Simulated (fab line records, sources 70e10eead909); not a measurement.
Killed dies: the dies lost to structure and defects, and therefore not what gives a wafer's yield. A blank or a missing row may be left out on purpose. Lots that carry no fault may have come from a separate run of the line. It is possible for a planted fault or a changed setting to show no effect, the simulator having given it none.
Chamber matching ; flow nand_harc ; rie_diel-03 running NHARC_P_CONTACT_ETCH_35: 4 sister chambers
The step etches the open film in CF4, target depth 39 nm, time 65 s. 4 wafers are shown with their chamber, then 10 later ones without.

## EACH WAFER AND ITS CHAMBER
wafer;chamber;drypump_motor_current_A (A)
L082.2;1;5.4
L082.5;3;5.9
L088.1;2;5.3
L088.3;0;6.0

## WAFERS WITH NO CHAMBER GIVEN
wafer;drypump_motor_current_A (A)
L088.4;6.0
L085.1;6.0
L085.3;5.9
L085.6;5.3
L095.2;5.9
L095.4;6.0
L095.6;5.4
L097.2;6.0
L097.4;5.2
L097.6;6.0

## CHAMBER TAKEN BY EACH
wafer;from the rows above;in truth
L088.4;0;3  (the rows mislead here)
L085.1;0;0
L085.3;3;3
L085.6;2;2
L095.2;3;3
L095.4;0;0
L095.6;1;1
L097.2;0;0
L097.4;2;2
L097.6;0;0
Placed correctly: 9 of 10. Not placeable from these rows: 0. Number placed wrongly: 1.
How it was worked out, from the rows above alone: a wafer's distance from a chamber is the root of the sum, over the readings, of the square of ((its reading less the chamber's mean) divided by the reading's scatter). If the next closest chamber is less than 2 further off than the closest, the wafer can't be placed; otherwise it belongs to the closest. A chamber's mean is the mean of its shown wafers. The scatter: root of mean squared gap, hidden wafer to nearest shown wafer, with one shown wafer a chamber.
